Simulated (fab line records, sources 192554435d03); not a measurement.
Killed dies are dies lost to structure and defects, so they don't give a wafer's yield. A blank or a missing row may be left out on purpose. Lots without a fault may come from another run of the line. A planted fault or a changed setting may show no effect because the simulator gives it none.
Tool commonality check | flow n5_finfet | 9 lots, 27 wafers sampled

WHY IT WAS OPENED
At N5_BEOL_M2_CD_MEAS_28 the reading cd_nm is flagged on 2 of 9 lots. Wafers without a fault read 26.17 nm, standard deviation 0.22.
Rule: a lot is flagged when every wafer of it that has a number lies more than 4 standard deviations from that mean, or none has a number. The other lots count as sound.

lot  | measured     | on        | cd_nm (nm), wafer by wafer | flag
L200 | day 6 18:50  | cd_sem-03 | 25.95 26.38 26.23          |
L202 | day 7 02:10  | cd_sem-02 | 26.12 26.52 26.47          |
L204 | day 7 17:19  | cd_sem-02 | 26.10 25.91 26.23          |
L206 | day 7 20:44  | cd_sem-03 | 26.03 26.42 26.17          |
L207 | day 8 01:28  | cd_sem-02 | 26.20 26.18 26.40          |
L212 | day 9 09:34  | cd_sem-01 | 26.39 26.41 26.18          |
L218 | day 11 09:29 | cd_sem-02 | 25.94 25.93 26.07          |
L220 | day 11 13:07 | cd_sem-03 | 23.63 23.30 23.67          | FLAGGED
L221 | day 12 12:55 | cd_sem-02 | 24.60 24.49 24.60          | FLAGGED
The numbers of the flagged lots are 24.05 nm on average: -2.12 nm against the usual, or -10 standard deviations.

WHICH TOOL RAN EACH LOT
The record holds 2 process steps before the reading, out of a route of 1938 steps. In each cell: the tool, then ch and the chambers that the sampled wafers went through, then the start.
lot  | flag    | N5_BEOL_M2_ETCH_64                 | N5_BEOL_M2_EXPOSE_25
L200 |         | rie_diel-03 ch 0,1, day 6 18:05    | euv_scanner-02 ch 0, day 6 18:41
L202 |         | rie_diel-02 ch 0,1,2, day 7 01:21  | euv_scanner-01 ch 0, day 7 02:01
L204 |         | rie_diel-03 ch 1,2, day 7 16:33    | euv_scanner-01 ch 0, day 7 17:10
L206 |         | rie_diel-03 ch 0,1,3, day 7 20:04  | euv_scanner-01 ch 0, day 7 20:35
L207 |         | rie_diel-03 ch 1,2,3, day 8 00:39  | euv_scanner-01 ch 0, day 8 01:20
L212 |         | rie_diel-03 ch 0,2, day 9 08:53    | euv_scanner-01 ch 0, day 9 09:25
L218 |         | rie_diel-02 ch 0,2,3, day 11 08:52 | euv_scanner-02 ch 0, day 11 09:22
L220 | FLAGGED | rie_diel-01 ch 0,1, day 11 12:26   | euv_scanner-02 ch 0, day 11 12:58
L221 | FLAGGED | rie_diel-02 ch 2,3, day 12 12:14   | euv_scanner-02 ch 0, day 12 12:46
What these steps do:
- N5_BEOL_M2_ETCH_64: etches SOC in N2/H2, target depth 75 nm, overetch 22.5 nm, time 121.9 s.
- N5_BEOL_M2_EXPOSE_25: exposes mask V1, defocus 5 nm.
- N5_BEOL_M2_CD_MEAS_28: target cd 26.2 nm, target cd y 24.1 nm.

FLAGGED OVER TOTAL, TOOL BY TOOL (the gauges that took the reading come last)
step                  | tool           | lots run | flagged | share of the flagged lots | sound lots run after its first flagged lot
N5_BEOL_M2_ETCH_64    | rie_diel-01    | 1        | 1       | some                      | 0
N5_BEOL_M2_ETCH_64    | rie_diel-02    | 3        | 1       | some                      | 0
N5_BEOL_M2_ETCH_64    | rie_diel-03    | 5        | 0       | none                      | -
N5_BEOL_M2_EXPOSE_25  | euv_scanner-01 | 5        | 0       | none                      | -
N5_BEOL_M2_EXPOSE_25  | euv_scanner-02 | 4        | 2       | all                       | 0
N5_BEOL_M2_CD_MEAS_28 | cd_sem-01      | 1        | 0       | none                      | -
N5_BEOL_M2_CD_MEAS_28 | cd_sem-02      | 5        | 1       | some                      | 0
N5_BEOL_M2_CD_MEAS_28 | cd_sem-03      | 3        | 1       | some                      | 0

WHAT THE TABLE ALLOWS
1 row of the table ran every flagged lot: euv_scanner-02 at N5_BEOL_M2_EXPOSE_25.
- euv_scanner-02 at N5_BEOL_M2_EXPOSE_25: 2 of its 4 lots flagged. Its last sound lot is L218 (day 11 09:22), its first flagged lot L220 (day 11 12:58): a fault that began between those two fits. Its own readings lie more than 4 standard deviations out on every wafer of the flagged lots: exposure_dose_mJ_cm2.
One tool is left: euv_scanner-02 at N5_BEOL_M2_EXPOSE_25.

WHAT THE SIMULATOR HAD PUT IN
Process parameter drift: euv_scanner-02, from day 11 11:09 on, at N5_BEOL_M2_EXPOSE_25. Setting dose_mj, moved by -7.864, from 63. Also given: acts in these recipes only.
Lots struck among those shown: L220, L221. The rule above found the same.
